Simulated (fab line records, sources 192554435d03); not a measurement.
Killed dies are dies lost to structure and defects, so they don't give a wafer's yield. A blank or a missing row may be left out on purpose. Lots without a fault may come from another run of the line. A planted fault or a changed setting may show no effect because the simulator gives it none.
Split-lot experiment | flow n5_finfet | 7 lots, 39 wafers read, on a route of 1938 steps

THE SPLIT
At N5_BEOL_M12_ETCH_59 (etches BARC in N2/H2, target depth 89 nm, overetch 26.7 nm, time 67.9 s), the setting target_depth_a was moved away from the recipe's 890 angstrom on 9 of the 39 wafers read, by -55.1% to +27.4%. The other wafers ran this setting at the recipe's value.

The reading is taken at the split's own step.

THE READING
coat_of_BEOL_M12_COAT_04.thk_nm (the simulator's own value, which no gauge read), in nm, at N5_BEOL_M12_ETCH_59 (etches BARC in N2/H2, target depth 89 nm, overetch 26.7 nm, time 67.9 s). The file gives no usual value for it. The 30 wafers here that ran the recipe average 318.1 nm, standard deviation 1.1 nm.

wafer  | tool, chamber at the split | target_depth_a as run, angstrom | against the recipe | coat_of_BEOL_M12_COAT_04.thk_nm, nm | against lot-mates on the recipe
L074.1 | rie_diel-01, 3             | 890                             | recipe             | 316.4                               | -
L074.2 | rie_diel-01, 0             | 1134                            | +27.4%             | 306.4                               | -10.8
L074.3 | rie_diel-01, 2             | 1134                            | +27.4%             | 307.2                               | -10.0
L074.4 | rie_diel-01, 0             | 890                             | recipe             | 319.2                               | -
L074.5 | rie_diel-01, 2             | 1134                            | +27.4%             | 307.8                               | -9.4
L074.6 | rie_diel-01, 3             | 890                             | recipe             | 316                                 | -
L078.1 | rie_diel-03, 3             | 890                             | recipe             | 319.4                               | -
L078.2 | rie_diel-03, 0             | 890                             | recipe             | 318                                 | -
L078.3 | rie_diel-03, 2             | 890                             | recipe             | 318.2                               | -
L080.1 | rie_diel-01, 1,0           | 890                             | recipe             | 318.6                               | -
L080.3 | rie_diel-01, 1,0           | 890                             | recipe             | 318.6                               | -
L080.2 | rie_diel-01, 3             | 890                             | recipe             | 316.8                               | -
L080.4 | rie_diel-01, 2             | 890                             | recipe             | 320.2                               | -
L080.5 | rie_diel-01, 0             | 890                             | recipe             | 318.8                               | -
L080.6 | rie_diel-01, 1             | 890                             | recipe             | 318.4                               | -
L079.1 | rie_diel-03, 3             | 890                             | recipe             | 317.6                               | -
L079.2 | rie_diel-03, 1             | 890                             | recipe             | 317                                 | -
L079.3 | rie_diel-03, 2             | 890                             | recipe             | 319.4                               | -
L079.4 | rie_diel-03, 0             | 890                             | recipe             | 316.6                               | -
L079.5 | rie_diel-03, 0             | 890                             | recipe             | 318.2                               | -
L079.6 | rie_diel-03, 3             | 890                             | recipe             | 318.8                               | -
L088.1 | rie_diel-04, 2             | 890                             | recipe             | 317.4                               | -
L088.2 | rie_diel-04, 0             | 399.3                           | -55.1%             | 343.4                               | +25.4
L088.3 | rie_diel-04, 1             | 399.3                           | -55.1%             | 344.6                               | +26.6
L088.4 | rie_diel-04, 3             | 890                             | recipe             | 318                                 | -
L088.5 | rie_diel-04, 1             | 890                             | recipe             | 318.6                               | -
L088.6 | rie_diel-04, 0             | 399.3                           | -55.1%             | 344                                 | +26.0
L090.1 | rie_diel-03, 3,2           | 1063                            | +19.4%             | 309.2                               | -8.3
L090.4 | rie_diel-03, 3,2           | 1063                            | +19.4%             | 309.2                               | -8.3
L090.2 | rie_diel-03, 1             | 890                             | recipe             | 318.2                               | -
L090.3 | rie_diel-03, 2             | 890                             | recipe             | 317.6                               | -
L090.5 | rie_diel-03, 1             | 890                             | recipe             | 316.8                               | -
L090.6 | rie_diel-03, 3             | 1063                            | +19.4%             | 308.6                               | -8.9
L096.1 | rie_diel-04, 1             | 890                             | recipe             | 320                                 | -
L096.2 | rie_diel-04, 3             | 890                             | recipe             | 319                                 | -
L096.3 | rie_diel-04, 0             | 890                             | recipe             | 317.6                               | -
L096.4 | rie_diel-04, 1             | 890                             | recipe             | 318.4                               | -
L096.5 | rie_diel-04, 3             | 890                             | recipe             | 319.6                               | -
L096.6 | rie_diel-04, 0             | 890                             | recipe             | 316.8                               | -
Where a row lists several chambers, the file gives one row for several wafers and doesn't say which wafer went through which chamber.

THE FIT
A straight line over all 39 wafers: coat_of_BEOL_M12_COAT_04.thk_nm changes by -0.457 nm for each +1% of target_depth_a; r = -0.99; the points scatter about the line by 1.1 nm.
The same after taking each lot's own level away (the mean of its wafers on the recipe; 39 wafers): -0.449 nm for each +1%; r = -0.99; scatter 1.1 nm.
On that fit, the largest move of target_depth_a shifts the reading by 25 nm.
The lots' own levels span 317.20 to 318.57 nm, that is 1.3 times the standard deviation above.
So the lot-to-lot level changes the slope little: the two slopes agree.
Check: with one of the wafers moved furthest among these (-55.1%) left out of the fit, the line predicts +24.9 nm for it against its lot-mates. It came out at +25.4 nm against them.

OTHER SPLITS ON THESE WAFERS
These wafers also went through other splits before the reading. Each is held against what the fit with the lots' levels taken away leaves over:
other split on the same wafers        | wafers away from the commonest value | r with coat_of_BEOL_M12_COAT_04.thk_nm (lot level and that fit taken away)
N5_FIN_SAQP_ETCH_65 time_s            | 12                                   | -0.07
N5_SD_EPI_N_DEVELOP_08 develop_time_s | 9                                    | -0.32
N5_MOL_CONTACT_COAG_ALD_27 time_s     | 15                                   | -0.10
N5_BEOL_M6_ETCH_62 time_s             | 15                                   | +0.01
N5_BEOL_M8_CURE_75 time_s             | 12                                   | +0.10
N5_BEOL_M9_VIA_ETCH_34 target_depth_a | 15                                   | -0.07

THE WHOLE CHAIN: every reading that the file lists as answering this split, in the file's order
step                 | what it does                                                            | reading                                                                          | change (the file's fit)              | r (the file's)
N5_BEOL_M12_ETCH_59  | etches BARC in N2/H2, target depth 89 nm, overetch 26.7 nm, time 67.9 s | coat_of_BEOL_M12_COAT_04.thk_nm (the simulator's own value, which no gauge read) | -0.45 nm for each +1% of the setting | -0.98
N5_BEOL_M12_STRIP_63 | strips in N2/H2                                                         | strip_time_to_endpoint_s                                                         | withheld for each +1% of the setting | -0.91

THE FILE'S OWN FIT
coat_of_BEOL_M12_COAT_04.thk_nm changes by -0.45 nm for each +1% of target_depth_a, r = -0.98.
